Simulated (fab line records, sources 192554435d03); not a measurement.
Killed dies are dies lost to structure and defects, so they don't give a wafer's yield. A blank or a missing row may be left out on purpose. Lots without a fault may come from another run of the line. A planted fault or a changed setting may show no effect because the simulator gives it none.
Split-lot experiment | flow n5_finfet | 7 lots, 21 wafers read, on a route of 1938 steps

THE SPLIT
At N5_BEOL_M6_TRENCH_ETCH_37 (etches SiCOH lowk in C4F6/O2, target depth 94.435 nm, time 31.5 s), the setting source_w was moved away from the recipe's 345 W on 11 of the 21 wafers read, by -10.6% to +17.3%. The other wafers ran this setting at the recipe's value.

The reading is taken at the split's own step.

THE READING
rf_vpp_V, in V, at N5_BEOL_M6_TRENCH_ETCH_37 (etches SiCOH lowk in C4F6/O2, target depth 94.435 nm, time 31.5 s). Fault-free wafers of this fab line usually give 670 V, standard deviation 12 V.

wafer  | tool, chamber at the split | source_w as run, W | against the recipe | rf_vpp_V, V | against lot-mates on the recipe
L080.1 | rie_diel-05, 0             | 308.6              | -10.6%             | 725         | +54
L080.3 | rie_diel-05, 2             | 345                | recipe             | 671         | -
L080.5 | rie_diel-05, 2             | 308.6              | -10.6%             | 710         | +39
L079.1 | rie_diel-02, 2             | 345                | recipe             | 682         | -
L079.2 | rie_diel-02, 0             | 370.1              | +7.3%              | 656         | -26
L079.5 | rie_diel-02, 2             | 370.1              | +7.3%              | 659         | -23
L084.2 | rie_diel-02, 3             | 345                | recipe             | 684         | -
L084.3 | rie_diel-02, 1             | 316.4              | -8.3%              | 692         | +8
L084.4 | rie_diel-02, 2             | 316.4              | -8.3%              | 714         | +30
L088.1 | rie_diel-02, 2             | 345                | recipe             | 682         | -
L088.3 | rie_diel-02, 1             | 345                | recipe             | 662         | -
L088.4 | rie_diel-02, 1             | 345                | recipe             | 664         | -
L089.2 | rie_diel-04, 2             | 404.8              | +17.3%             | 602         | -54
L089.3 | rie_diel-04, 0             | 345                | recipe             | 645         | -
L089.6 | rie_diel-04, 3             | 345                | recipe             | 668         | -
L091.3 | rie_diel-05, 3             | 345                | recipe             | 667         | -
L091.4 | rie_diel-05, 2             | 394.2              | +14.3%             | 625         | -42
L091.6 | rie_diel-05, 1             | 394.2              | +14.3%             | 634         | -33
L096.1 | rie_diel-05, 3             | 345                | recipe             | 667         | -
L096.3 | rie_diel-05, 1             | 312.6              | -9.4%              | 713         | +46
L096.4 | rie_diel-05, 0             | 312.6              | -9.4%              | 722         | +55

THE FIT
A straight line over all 21 wafers: rf_vpp_V changes by -3.69 V for each +1% of source_w; r = -0.94; the points scatter about the line by 11 V.
The same after taking each lot's own level away (the mean of its wafers on the recipe; 21 wafers): -3.43 V for each +1%; r = -0.94; scatter 10 V.
On that fit, the largest move of source_w shifts the reading by 59 V.
The lots' own levels span 656.5 to 684.0 V, that is 2.3 times the standard deviation above.
So the lot-to-lot level changes the slope little: the two slopes agree.
Check: with one of the wafers moved furthest among these (+17.3%) left out of the fit, the line predicts -56.9 V for it against its lot-mates. It came out at -54.5 V against them.
Tool readings at the split's step, against how far the setting was moved: rf_vpp_V r = -0.94.

THE FILE'S OWN FIT
rf_vpp_V changes by -3.32 V for each +1% of source_w, r = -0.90.
